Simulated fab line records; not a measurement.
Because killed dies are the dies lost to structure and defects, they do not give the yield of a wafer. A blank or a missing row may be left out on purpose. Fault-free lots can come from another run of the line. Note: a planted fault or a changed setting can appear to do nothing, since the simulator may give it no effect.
Which tool did it? || flow nand-harc || 7 lots (21 wafers sampled), 1 step of a 1302-step route

## WHAT EACH GAUGE READ, for each wafer
NHARC_A_BLC_OVL_MEAS_11.
{"lot": "L994", "measured": "day 23 06:30", "on": "overlay-01", "overlay-x-nm (nm)": "0.2 0.5 0.2"}
{"lot": "L997", "measured": "day 23 16:30", "on": "overlay-01", "overlay-x-nm (nm)": "-0.4 -1.1 -0.6"}
{"lot": "L999", "measured": "day 24 20:49", "on": "overlay-01", "overlay-x-nm (nm)": "0.3 -0.3 -0.2"}
{"lot": "L102", "measured": "day 26 20:12", "on": "overlay-01", "overlay-x-nm (nm)": "1.5 1.5 1.8"}
{"lot": "L111", "measured": "day 29 18:31", "on": "overlay-01", "overlay-x-nm (nm)": "0.1 0.2 0.6"}
{"lot": "L112", "measured": "day 30 11:01", "on": "overlay-02", "overlay-x-nm (nm)": "-1.6 -0.7 -0.8"}
{"lot": "L117", "measured": "day 32 17:46", "on": "overlay-02", "overlay-x-nm (nm)": "-0.7 -0.3 0.0"}

## WHAT TOOL EACH LOT RAN ON (gives the tool, then ch and the chambers of the sampled wafers, and finally the start)
The record holds no process step before these readings.

## THE ANSWER, worked out from the rows above alone
Rule: the lots themselves supply what counts as usual. The widest of any qualifying gaps counts: lots, ordered by their means at a reading, are off when they make up no more than a third of the lots, leave a main group of 4 or more, and stand apart from it by 3 or more times the standard deviation of that group's means. If all means in a main group match to the digits the tables above print for the reading, that group is not used. Also off: a lot with no number at a reading for which 4 or more lots have one. Any other lot the step has rows for is counted as sound.
Across all readings shown, no lot is off: no conclusion can be drawn from this.

## WHAT THE SIMULATOR HAD PUT IN
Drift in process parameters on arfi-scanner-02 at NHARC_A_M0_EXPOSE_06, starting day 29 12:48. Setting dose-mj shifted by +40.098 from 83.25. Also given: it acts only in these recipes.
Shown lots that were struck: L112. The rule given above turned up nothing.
